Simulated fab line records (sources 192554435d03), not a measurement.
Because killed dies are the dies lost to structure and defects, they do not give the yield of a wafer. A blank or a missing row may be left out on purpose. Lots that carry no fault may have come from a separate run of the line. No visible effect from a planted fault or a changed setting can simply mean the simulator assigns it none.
Chamber matching + flow n5-finfet + 4 sister chambers for N5_HKMG_FIN_ALD_75 on ald-hk-02
The step deposits Al2O3, target thk 1 nm, co reactant pulse time 1 s. 16 wafers are shown with their chamber, then 8 later ones without.

== WAFERS, EACH WITH ITS CHAMBER ==
| wafer  | chamber | heater-power-w (W) | precursor-pulse-height-rel | susceptor-temp-C (C) |
|--------|---------|--------------------|----------------------------|----------------------|
| L074.3 | 2       | 171                | 0.985                      | 149.98               |
| L074.4 | 3       | 137                | 1.026                      | 149.71               |
| L074.5 | 3       | 136                | 0.975                      | 149.88               |
| L080.1 | 3       | 137                | 0.982                      | 150.07               |
| L080.2 | 2       | 167                | 0.992                      | 149.94               |
| L080.5 | 3       | 134                | 1.029                      | 150.15               |
| L081.2 | 0       | 148                | 0.999                      | 150.05               |
| L081.3 | 2       | 173                | 1.011                      | 149.97               |
| L081.4 | 1       | 154                | 0.986                      | 150.09               |
| L086.4 | 2       | 168                | 1.009                      | 150.17               |
| L086.5 | 3       | 135                | 1.016                      | 150.25               |
| L086.6 | 2       | 172                | 1.004                      | 149.97               |
| L087.3 | 0       | 149                | 0.993                      | 149.92               |
| L087.4 | 2       | 168                | 1.012                      | 150.08               |
| L087.6 | 0       | 146                | 1.008                      | 149.69               |
| L088.1 | 3       | 134                | 1.004                      | 149.88               |

SIGNATURES (averages over the wafers above)
| reading                    | chamber 0 | chamber 1 | chamber 2 | chamber 3 | scatter within a chamber |
|----------------------------|-----------|-----------|-----------|-----------|--------------------------|
| heater-power-w             | 147.67    | 154.00    | 169.83    | 135.50    | 1.94                     |
| precursor-pulse-height-rel | 1.00000   | 0.98600   | 1.00217   | 1.00533   | 0.0166                   |
| susceptor-temp-C           | 149.8867  | 150.0900  | 150.0183  | 149.9900  | 0.16                     |
Rule: for each reading, subtract the chamber's mean from the wafer's reading, divide by that reading's scatter and square the result; add these up over the readings and take the root, which gives the wafer's distance from the chamber. The wafer belongs to the nearest chamber; if the next one is less than 2 further off, it can't be placed. The scatter: take each reading less its chamber's mean, square it, sum over the shown wafers, divide by the number of wafers less the number of chambers, and take the root.

== WAFERS WHOSE CHAMBER IS MISSING ==
| wafer  | heater-power-w (W) | precursor-pulse-height-rel | susceptor-temp-C (C) |
|--------|--------------------|----------------------------|----------------------|
| L088.4 | 171                | 1.006                      | 149.97               |
| L088.6 | 150                | 0.986                      | 149.86               |
| L089.1 | 151                | 0.996                      | 149.92               |
| L089.2 | 138                | 0.978                      | 149.91               |
| L089.4 | 168                | 0.995                      | 149.98               |
| L090.2 | 168                | 1.007                      | 149.92               |
| L090.3 | 149                | 1.034                      | 150.00               |
| L090.5 | 148                | 1.028                      | 150.05               |

== WHICH CHAMBER EACH WENT THROUGH ==
| wafer  | from the rows above     | in truth |
|--------|-------------------------|----------|
| L088.4 | 2                       | 2        |
| L088.6 | can't be placed: 0 or 1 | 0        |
| L089.1 | can't be placed: 0 or 1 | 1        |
| L089.2 | 3                       | 3        |
| L089.4 | 2                       | 2        |
| L090.2 | 2                       | 2        |
| L090.3 | can't be placed: 0 or 1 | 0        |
| L090.5 | 0                       | 0        |
Correctly placed: 5 of 8. Cannot be placed on the basis of these rows: 3; the candidates contain the true chamber in 3. Wrongly placed: 0.
